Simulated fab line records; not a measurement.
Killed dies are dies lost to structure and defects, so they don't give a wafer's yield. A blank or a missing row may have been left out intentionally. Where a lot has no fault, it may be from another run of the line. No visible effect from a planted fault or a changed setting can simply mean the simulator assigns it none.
fab line records	flow n5Finfet	part 1 of 2: steps 1 to 3 of 6
record: lots: 21	wafers: 63	lastDay: 21
route steps=1938 shown BEOL_M0_SAQP@677 BEOL_M0_CUTY@713 BEOL_M0@739 BEOL_M1@770
lots that met no fault: from a run of the same line without faults
startH: hours from the record's first day to the start of the lot's first wafer shown	waitH: hours elapsed since this lot's preceding step	" the same as in the row above	L1.1+2: a single row standing in for several wafers	- value missing, or start not given	* or withheld: withheld	< > ~ a bound
route shown NAME@n: NAME is a module with steps in the file, n the number in the route of the first one	usual: the fault-free wafers' mean and standard deviation	same: alike in all rows	chamber/n: place in a boat	sites: each site's reading	_std_site: their standard deviation	_edge_site: inner sites' mean taken away from outer sites' mean	radiusMm: how far each site lies from the wafer's centre	mask NAME#n: copy n	behind: tool/chamber where the wafer was last shaped	hold: cause of the lot's hold/its duration in hours/its outcome	device: whichever transistor did not switch (one of n, p or np)	end of line: tests of these same wafers at the route's end	a step given without rows: its recipe and nothing more	killed: the dies lost at the first sort to structure and to defects; this is not the yield of the wafer	map: a wafer's dies, marking killed ones x, the rest . and places with no die _
set.NAME: the setting that was run; set.NAME@STEP: the one run at that earlier step	model.NAME: the simulator's own value behind a step, which no gauge read
route steps across a sampled set of lots; one table per step, one row per wafer
services: when a tool's chamber went out of use (startH, in hours from the record's first day, below 0 if earlier), for how many hours, and the reason
== steps ==
step: N5_BEOL_M0_SAQP_SPACER2_ETCHBACK_27
recipe: chemistry: CHF3/O2	mode: anisotropicEtchback	target: SiO2	targetDepthA: 225	timeS: 11.25	pressureMtorr: 30	sourceW: 650	biasW: 170	Ar_flow_sccm: 200	CHF3_flow_sccm: 50	O2_flow_sccm: 5	ionEnergyEv: 200
usual: drypumpMotorCurrentA: 5.7/0.37	oesProductAu: 0.81/0.085	rfVppV: 521/10	showerheadPlenumPTorr: 2.43/0.09	throttleValvePct: 18.82/0.26
same: timeS: 11.25
lot.wafer	tool	chamber	startH	waitH	drypumpMotorCurrentA	oesProductAu	rfHoursCounterH	rfVppV	showerheadPlenumPTorr	throttleValvePct
L074.3	rieDiel-03	3	110.16	0.3	5.2	0.96	14	516	2.57	18.74
L074.4	"	2	"	"	6.3	0.90	44	524	2.53	18.58
L074.6	"	0	"	"	6.2	0.85	-	536	2.41	18.43
L075.1	rieDiel-03	0	113.45	0.3	6.1	0.84	99	534	2.41	18.43
L075.3	"	2	"	"	6.2	0.89	45	523	2.53	18.59
L075.6	"	2	"	"	6.3	0.90	-	524	2.53	18.59
L076.1	rieDiel-03	1	120.47	0.3	5.8	0.72	204	517	2.46	19.29
L076.4	"	0	"	"	6.2	0.84	101	535	2.41	18.44
L076.6	"	3	"	"	5.2	0.95	-	516	2.57	18.75
L077.3	rieDiel-02	1	130.78	0.4	5.4	0.80	115	527	2.34	18.67
L077.5	"	2	"	"	5.7	0.78	-	515	2.25	19.00
L077.6	"	3	"	"	5.9	0.75	-	535	2.49	18.78
L078.2	rieDiel-02	1	137.28	0.3	5.4	0.79	117	529	2.34	18.69
L078.4	"	2	"	"	5.7	0.78	127	514	2.25	18.99
L078.6	"	2	"	"	5.6	0.78	-	514	2.25	18.99
L079.2	rieDiel-03	1	145.05	0.3	5.8	0.72	208	517	2.46	19.30
L079.3	"	2	"	"	6.2	0.90	51	524	2.52	18.60
L079.4	"	0	"	"	6.1	0.85	105	536	2.41	18.44
L080.2	rieDiel-06	2	154.74	0.3	5.2	0.92	12	499	2.48	18.50
L080.3	"	0	"	"	6.2	0.82	77	512	2.42	18.63
L080.5	"	0	"	"	6.2	0.81	-	508	2.42	18.63
L081.1	rieDiel-06	0	162.10	0.3	6.2	0.81	78	510	2.42	18.62
L081.2	"	2	"	"	5.2	0.90	13	500	2.48	18.52
L081.5	"	0	"	"	6.2	0.81	-	510	2.42	18.63
L082.2	rieDiel-06	1	163.47	0.4	5.5	0.69	217	520	2.47	18.95
L082.5	"	3	"	"	5.4	0.91	-	536	2.37	18.82
L082.6	"	0	"	"	6.2	0.81	-	510	2.42	18.62
L083.2	rieDiel-02	3	166.40	0.3	5.8	0.75	163	536	2.48	18.78
L083.3	"	0	"	"	5.8	0.68	233	512	2.40	19.26
L083.4	"	1	"	"	5.4	0.80	122	527	2.34	18.68
L084.2	rieDiel-03	0	174.38	0.3	6.1	0.84	112	534	2.41	18.45
L084.4	"	1	"	"	5.8	0.70	-	516	2.46	19.30
L084.5	"	3	"	"	5.2	0.92	-	516	2.57	18.78
L085.1	rieDiel-06	1	175.00	0.3	5.5	0.69	219	519	2.47	18.97
L085.2	"	0	"	"	6.3	0.81	81	511	2.42	18.62
L085.3	"	2	"	"	5.2	0.89	16	499	2.48	18.53
L086.3	rieDiel-06	3	183.39	0.3	5.4	0.89	26	534	2.37	18.84
L086.4	"	2	"	"	5.2	0.91	18	499	2.48	18.51
L086.5	"	0	"	"	6.2	0.81	-	511	2.42	18.62
L089.2	rieDiel-03	3	198.81	0.3	5.2	0.92	31	515	2.57	18.78
L089.4	"	0	"	"	6.2	0.84	117	535	2.40	18.48
L089.6	"	1	"	"	5.8	0.71	-	518	2.46	19.33
L090.2	rieDiel-03	3	205.17	0.3	5.2	0.91	32	515	2.57	18.79
L090.4	"	2	"	"	6.2	0.87	61	525	2.52	18.60
L090.5	"	1	"	"	5.7	0.70	-	516	2.46	19.32
L092.1	rieDiel-03	2	221.23	0.3	6.2	0.87	65	524	2.52	18.61
L092.4	"	3	"	"	5.2	0.90	37	515	2.56	18.81
L092.6	"	3	"	"	5.2	0.90	-	515	2.56	18.79
L093.1	rieDiel-03	2	224.68	0.3	6.2	0.88	66	524	2.52	18.61
L093.5	"	3	"	"	5.2	0.89	-	517	2.56	18.80
L093.6	"	2	"	"	6.2	0.87	-	525	2.52	18.61
L094.2	rieDiel-03	3	235.57	0.5	5.2	0.89	41	516	2.56	18.80
L094.3	"	2	"	"	6.3	0.86	70	523	2.52	18.62
L094.4	"	0	"	"	6.1	0.82	127	537	2.40	18.48
L095.2	rieDiel-06	1	239.29	0.4	5.5	0.67	239	521	2.46	19.00
L095.3	"	3	"	"	5.4	0.87	41	534	2.36	18.87
L095.5	"	2	"	"	5.2	0.86	-	500	2.47	18.56
L096.2	rieDiel-02	2	243.86	0.3	5.6	0.76	154	513	2.24	19.05
L096.3	"	3	"	"	5.9	0.73	186	536	2.48	18.82
L096.4	"	3	"	"	5.9	0.72	-	534	2.48	18.81
L097.1	rieDiel-02	3	253.32	0.3	5.9	0.73	190	535	2.47	18.83
L097.2	"	2	"	"	5.7	0.77	158	514	2.24	19.05
L097.4	"	0	"	"	5.8	1.03	1	512	2.39	18.88
step: N5_BEOL_M0_SAQP_MANDREL2_REMOVE_110
recipe: chemistry: HBr/Cl2/O2	btTimeS: 10	target: a-Si	stopOn: SiCN	endpoint: OES-SiCl	overEtchFrac: 1	icpW: 600	biasW: 30	HBr_flow_sccm: 150	Cl2_flow_sccm: 80	O2_flow_sccm: 5	pressureMtorr: 10
usual: drypumpMotorCurrentA: 5.8/0.44	oesProductAu: 1.004/0.018	throttleValvePct: 36.8/0.4
lot.wafer	tool	chamber	startH	waitH	drypumpMotorCurrentA	oesProductAu	rfHoursCounterH	throttleValvePct
L074.3	rieSi-03	2	110.25	0.1	5.8	0.988	107	36.1
L074.4	"	1	"	"	6.4	0.996	126	37.1
L074.6	"	3	"	"	5.2	1.035	-	36.8
L075.1	rieSi-05	0	113.54	0.1	6.1	1.001	106	36.4
L075.3	"	3	"	"	5.7	0.990	9	37.3
L075.6	"	0	"	"	6.1	1.010	-	36.4
L076.1	rieSi-05	2	120.56	0.1	6.3	1.017	109	36.7
L076.4	"	0	"	"	6.1	1.006	106	36.4
L076.6	"	3	"	"	5.7	0.989	-	37.3
L077.3	rieSi-05	2	130.87	0.1	6.3	1.027	109	36.7
L077.5	"	1	"	"	5.8	0.989	-	37.0
L077.6	"	0	"	"	6.1	1.005	-	36.4
L078.2	rieSi-06	1	137.37	0.1	5.6	1.016	179	36.1
L078.4	"	0	"	"	5.8	1.049	9	36.6
L078.6	"	3	"	"	6.3	0.986	-	37.0
L079.2	rieSi-03	3	145.13	0.1	5.2	1.034	160	36.8
L079.3	"	0	"	"	5.0	1.007	54	36.5
L079.4	"	1	"	"	6.4	0.985	127	37.1
L080.2	rieSi-05	1	154.82	0.1	5.7	0.993	192	36.9
L080.3	"	2	"	"	6.3	1.012	109	36.7
L080.5	"	1	"	"	5.7	0.992	-	37.0
L081.1	rieSi-06	1	162.19	0.1	5.6	1.009	179	36.1
L081.2	"	0	"	"	5.9	1.051	10	36.6
L081.5	"	1	"	"	5.6	1.025	-	36.1
L082.2	rieSi-05	1	163.56	0.1	5.7	0.986	192	37.0
L082.5	"	1	"	"	5.7	0.990	-	37.0
L082.6	"	0	"	"	6.1	1.006	-	36.4
L083.2	rieSi-03	1	166.49	0.1	6.4	0.986	127	37.1
L083.3	"	0	"	"	5.0	0.995	55	36.5
L083.4	"	2	"	"	5.8	0.993	108	36.1
L084.2	rieSi-05	0	174.47	0.1	6.1	1.023	107	36.4
L084.4	"	3	"	"	5.7	0.993	-	37.3
L084.5	"	0	"	"	6.1	1.026	-	36.4
L085.1	rieSi-06	0	175.09	0.1	5.8	1.028	10	36.6
L085.2	"	3	"	"	6.4	0.977	20	37.0
L085.3	"	2	"	"	5.0	0.998	1	37.3
L086.3	rieSi-05	2	183.49	0.1	6.3	1.024	110	36.7
L086.4	"	3	"	"	5.7	1.002	-	37.3
L086.5	"	0	"	"	6.1	1.018	-	36.4
L089.2	rieSi-05	2	198.90	0.1	6.3	1.012	111	36.7
L089.4	"	3	"	"	5.7	0.994	11	37.3
L089.6	"	2	"	"	6.3	1.019	-	36.7
L090.2	rieSi-03	2	205.25	0.1	5.8	1.001	108	36.1
L090.4	"	0	"	"	5.0	0.993	55	36.5
L090.5	"	2	"	"	5.8	1.007	-	36.1
L092.1	rieSi-03	3	221.32	0.1	5.2	1.038	161	36.8
L092.4	"	0	"	"	5.0	0.998	55	36.5
L092.6	"	0	"	"	5.0	0.995	-	36.5
L093.1	rieSi-05	3	224.77	0.1	5.7	0.987	11	37.3
L093.5	"	1	"	"	5.8	0.976	-	37.5
L093.6	"	0	"	"	6.1	1.015	-	36.4
L094.2	rieSi-03	3	235.66	0.1	5.3	1.024	161	36.8
L094.3	"	0	"	"	5.0	0.995	56	36.5
L094.4	"	1	"	"	6.4	0.976	128	37.1
L095.2	rieSi-03	3	239.38	0.1	5.2	1.034	161	36.8
L095.3	"	1	"	"	6.4	0.992	129	37.1
L095.5	"	1	"	"	6.5	0.988	-	37.1
L096.2	rieSi-05	3	243.95	0.1	5.7	0.997	12	37.3
L096.3	"	2	"	"	6.3	1.013	111	36.7
L096.4	"	1	"	"	5.8	0.968	1	37.5
L097.1	rieSi-03	0	253.41	0.1	5.0	0.997	56	36.5
L097.2	"	3	"	"	5.2	1.039	162	36.8
L097.4	"	2	"	"	5.8	0.986	109	36.1
step: N5_BEOL_M0_SAQP_DESCUM_45
recipe: chemistry: O2	timeS: 7	sourcePowerW: 50	biasPowerW: 20	pressureMtorr: 20	rfFrequencyHz: 2.712e+07	tempC: 40	resist: CAR-EUV	o2FlowSccm: 225
usual: biasPowerW: 20.00/0.058	drypumpMotorCurrentA: 5.7/0.33	oesProductAu: 0.79/0.083	rfVppV: 243.3/1.6	showerheadPlenumPTorr: 2.10/0.081	throttleValvePct: 20.4/0.35
same: timeS: 7
lot.wafer	tool	chamber	startH	waitH	biasPowerW	drypumpMotorCurrentA	oesProductAu	rfHoursCounterH	rfVppV	showerheadPlenumPTorr	throttleValvePct
L074.3	rieDiel-02	1	110.84	0.1	19.96	5.4	0.80	112	241.0	2.03	20.2
L074.4	"	0	"	"	19.94	5.8	0.68	223	243.0	2.09	20.8
L074.6	"	3	"	"	19.93	5.9	0.76	-	246.9	2.20	20.6
L075.1	rieDiel-03	2	114.20	0.0	20.01	6.2	0.89	45	246.3	2.21	20.2
L075.3	"	1	"	"	19.98	5.8	0.72	202	244.9	2.18	21.1
L075.6	"	1	"	"	20.04	5.8	0.73	-	245.2	2.18	21.1
L076.1	rieDiel-06	1	121.22	0.0	20.05	5.5	0.70	211	245.3	2.15	20.5
L076.4	"	2	"	"	19.92	5.2	0.93	8	245.0	2.12	19.8
L076.6	"	1	"	"	20.07	5.5	0.69	-	244.7	2.15	20.5
L077.3	rieDiel-02	1	131.41	0.0	20.02	5.4	0.80	115	243.3	2.03	20.2
L077.5	"	3	"	"	20.04	5.9	0.75	-	244.3	2.20	20.6
L077.6	"	0	"	"	20.03	5.8	0.68	-	243.3	2.08	20.8
L078.2	rieDiel-02	1	137.91	0.0	19.95	5.4	0.80	117	240.5	2.03	20.2
L078.4	"	0	"	"	20.03	5.7	0.68	228	243.2	2.08	20.8
L078.6	"	3	"	"	20.05	5.9	0.77	-	244.1	2.20	20.6
L079.2	rieDiel-06	3	145.67	0.0	20.09	5.4	0.93	19	242.5	2.02	20.1
L079.3	"	1	"	"	19.97	5.5	0.69	214	244.6	2.15	20.5
L079.4	"	2	"	"	20.04	5.2	0.92	10	243.8	2.12	19.8
L080.2	rieDiel-06	2	155.36	0.0	20.02	5.2	0.91	12	244.4	2.12	19.8
L080.3	"	3	"	"	19.97	5.4	0.93	21	241.8	2.02	20.1
L080.5	"	3	"	"	20.00	5.4	0.93	-	242.1	2.02	20.1
L081.1	rieDiel-02	1	163.26	0.4	20.04	5.4	0.79	121	241.2	2.03	20.2
L081.2	"	2	"	"	19.98	5.7	0.77	131	240.2	1.93	20.5
L081.5	"	0	"	"	20.02	5.8	0.68	-	242.5	2.08	20.8
L082.2	rieDiel-02	0	164.10	0.0	19.99	5.8	0.67	233	241.5	2.08	20.8
L082.5	"	1	"	"	19.92	5.4	0.79	-	241.8	2.03	20.2
L082.6	"	0	"	"	20.06	5.8	0.68	-	241.8	2.08	20.8
L083.2	rieDiel-03	3	167.16	0.0	20.06	5.1	0.92	24	244.2	2.20	20.0
L083.3	"	2	"	"	20.02	6.2	0.87	55	244.3	2.20	20.2
L083.4	"	1	"	"	20.02	5.7	0.71	212	245.1	2.18	21.1
L084.2	rieDiel-06	2	175.14	0.0	20.07	5.2	0.89	16	244.4	2.12	19.8
L084.4	"	3	"	"	20.02	5.4	0.91	24	241.8	2.02	20.1
L084.5	"	3	"	"	19.99	5.4	0.92	-	243.3	2.02	20.1
L085.1	rieDiel-06	0	175.63	0.0	20.00	6.3	0.81	81	242.4	2.12	20.2
L085.2	"	2	"	"	19.99	5.2	0.91	16	242.3	2.12	19.8
L085.3	"	1	"	"	20.03	5.5	0.68	219	244.0	2.15	20.6
L086.3	rieDiel-02	0	184.03	0.0	19.91	5.7	0.67	236	241.8	2.08	20.8
L086.4	"	3	"	"	20.05	5.8	0.76	166	243.5	2.20	20.6
L086.5	"	1	"	"	19.99	5.4	0.79	-	240.9	2.03	20.2
L089.2	rieDiel-02	0	199.44	0.0	19.95	5.8	0.67	240	242.3	2.08	20.8
L089.4	"	1	"	"	19.99	5.4	0.79	128	242.0	2.02	20.2
L089.6	"	0	"	"	19.94	5.7	0.67	-	242.6	2.08	20.8
L090.2	rieDiel-03	1	205.93	0.0	19.98	5.7	0.72	221	244.3	2.17	21.1
L090.4	"	2	"	"	19.98	6.3	0.87	61	247.0	2.20	20.2
L090.5	"	0	"	"	19.93	6.1	0.81	-	242.8	2.13	20.3
L092.1	rieDiel-03	3	222.00	0.0	20.10	5.2	0.89	37	245.4	2.19	20.1
L092.4	"	0	"	"	19.98	6.2	0.81	123	243.2	2.13	20.3
L092.6	"	2	"	"	20.00	6.3	0.86	-	245.7	2.20	20.2
L093.1	rieDiel-02	0	225.35	0.0	20.00	5.8	0.66	247	243.1	2.08	20.8
L093.5	"	3	"	"	20.07	5.9	0.73	-	245.2	2.20	20.6
L093.6	"	0	"	"	19.91	5.7	0.67	-	241.5	2.08	20.8
L094.2	rieDiel-02	1	236.49	0.3	19.95	5.4	0.78	136	243.3	2.02	20.2
L094.3	"	2	"	"	20.06	5.7	0.76	151	239.0	1.93	20.5
L094.4	"	1	"	"	19.97	5.4	0.78	-	241.2	2.02	20.2
L095.2	rieDiel-06	2	240.21	0.2	20.01	5.2	0.87	37	243.6	2.11	19.9
L095.3	"	0	"	"	20.07	6.2	0.79	100	244.5	2.11	20.3
L095.5	"	2	"	"	20.02	5.2	0.86	-	245.0	2.11	19.9
L096.2	rieDiel-03	1	244.49	0.0	19.94	5.8	0.70	233	244.2	2.17	21.1
L096.3	"	2	"	"	20.06	6.3	0.85	73	244.3	2.20	20.2
L096.4	"	0	"	"	20.02	6.1	0.80	131	242.1	2.12	20.3
L097.1	rieDiel-06	3	254.07	0.0	20.06	5.4	0.88	47	243.2	2.01	20.1
L097.2	"	2	"	"	19.85	5.1	0.87	41	244.7	2.11	19.9
L097.4	"	0	"	"	19.92	6.2	0.79	105	244.1	2.11	20.3
